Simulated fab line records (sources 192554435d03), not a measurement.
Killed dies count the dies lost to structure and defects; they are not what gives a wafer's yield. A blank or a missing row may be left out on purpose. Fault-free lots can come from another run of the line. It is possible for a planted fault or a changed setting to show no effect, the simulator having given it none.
One fault through the eyes of 2 desks / flow n5_finfet / each desk holds nothing but its own numbers, with what lay behind them at the end

== TOOL OWNER'S DESK, litho_track-04 ==
The tool's own readings at N5_BEOL_M4_COAT_05 (resist thk 30 nm): means of the sampled wafers that have a number, for each lot that ran on this tool. Any lot whose mean is over 4 standard deviations away from the usual mean is out of limits and marked OUT; that distance is given in the brackets.
Columns: A = dispense_pressure_kPa at N5_BEOL_M4_COAT_05, usual 50 kPa; B = spin_speed_rpm at N5_BEOL_M4_COAT_05, usual 1500.0 rpm
lot=L960; first seen here=day 7 18:54; A=45; B=1500.5
lot=L971; first seen here=day 10 04:48; A=45; B=1729.1 (+99 or more) OUT
lot=L973; first seen here=day 10 19:00; A=45; B=1729.4 (+99 or more) OUT
This desk's verdict: out of limits on L971, L973, starting with L971 at day 10 04:48 (spin_speed_rpm at N5_BEOL_M4_COAT_05). L960: within limits.

== AT THE METROLOGY DESK ==
Means of the sampled wafers that have a number, per lot and without regard to the tool the lot ran on: this is what the gauges read. Any lot whose mean is over 4 standard deviations away from the usual mean is out of limits and marked OUT; that distance is given in the brackets. It has 11 readings; the 7 that lie furthest out on some lot are the ones shown.
Columns: A = cd_nm at N5_BEOL_M4_CD_MEAS_11, usual 16.80 nm; B = DIBL_N at N5_BEOL_M4_RC_MEAS_101, usual 37.1 mV/V; C = IOFF_P at N5_BEOL_M4_RC_MEAS_101, usual 0.23 nA/um; D = ION_P at N5_BEOL_M4_RC_MEAS_101, usual 468 uA/um; E = SS_N at N5_BEOL_M4_RC_MEAS_101, usual 71.9 mV/dec; F = SS_P at N5_BEOL_M4_RC_MEAS_101, usual 73.5 mV/dec; G = VT_P at N5_BEOL_M4_RC_MEAS_101, usual -248 mV
lot=L960; first seen here=day 7 19:10; A=16.81; B=37.3; C=0.23; D=465; E=71.7; F=73.0; G=-248
lot=L962; first seen here=day 8 07:40; A=16.59; B=34.5; C=0.21; D=468; E=71.4; F=73.6; G=-248
lot=L965; first seen here=day 8 12:32; A=16.56; B=39.7; C=0.25; D=466; E=71.9; F=73.5; G=-247
lot=L967; first seen here=day 8 21:53; A=16.66; B=34.5; C=0.17; D=459; E=71.5; F=72.3; G=-253
lot=L971; first seen here=day 10 05:04; A=16.94; B=37.5; C=0.24; D=474; E=71.5; F=73.7; G=-248
lot=L973; first seen here=day 10 19:16; A=16.73; B=37.2; C=0.25; D=473; E=71.6; F=73.1; G=-246
lot=L974; first seen here=day 10 22:55; A=16.91; B=37.5; C=0.23; D=460; E=72.8; F=73.0; G=-250
lot=L975; first seen here=day 11 05:48; A=17.18; B=37.2; C=0.23; D=460; E=71.8; F=73.4; G=-250
lot=L977; first seen here=day 11 13:17; A=16.88; B=37.6; C=0.21; D=470; E=72.4; F=73.4; G=-251
lot=L979; first seen here=day 12 03:05; A=16.65; B=37.3; C=0.18; D=448; E=73.1; F=73.3; G=-254
lot=L982; first seen here=day 12 20:58; A=16.53; B=34.5; C=0.23; D=464; E=71.7; F=72.6; G=-248
Result from this desk: across the 11 lots, nothing is out of limits.

== TAKEN TOGETHER ==
At day 10 04:48, on L971, L973, the tool owner's desk was in a position to raise an alarm.
Nothing out of limits was seen by the metrology desk.
The metrology desk holds a record of L971, L973, inside its limits.
All the named lots went through N5_BEOL_M4_COAT_05 on litho_track-04.

== WHAT THE SIMULATOR PUT IN ==
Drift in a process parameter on litho_track-04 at N5_BEOL_M4_COAT_05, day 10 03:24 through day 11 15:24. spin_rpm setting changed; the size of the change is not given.
Lots struck among those shown: L971, L973.
Hours from the fault's start to each desk's first reading out of limits: the tool owner's desk, 1.
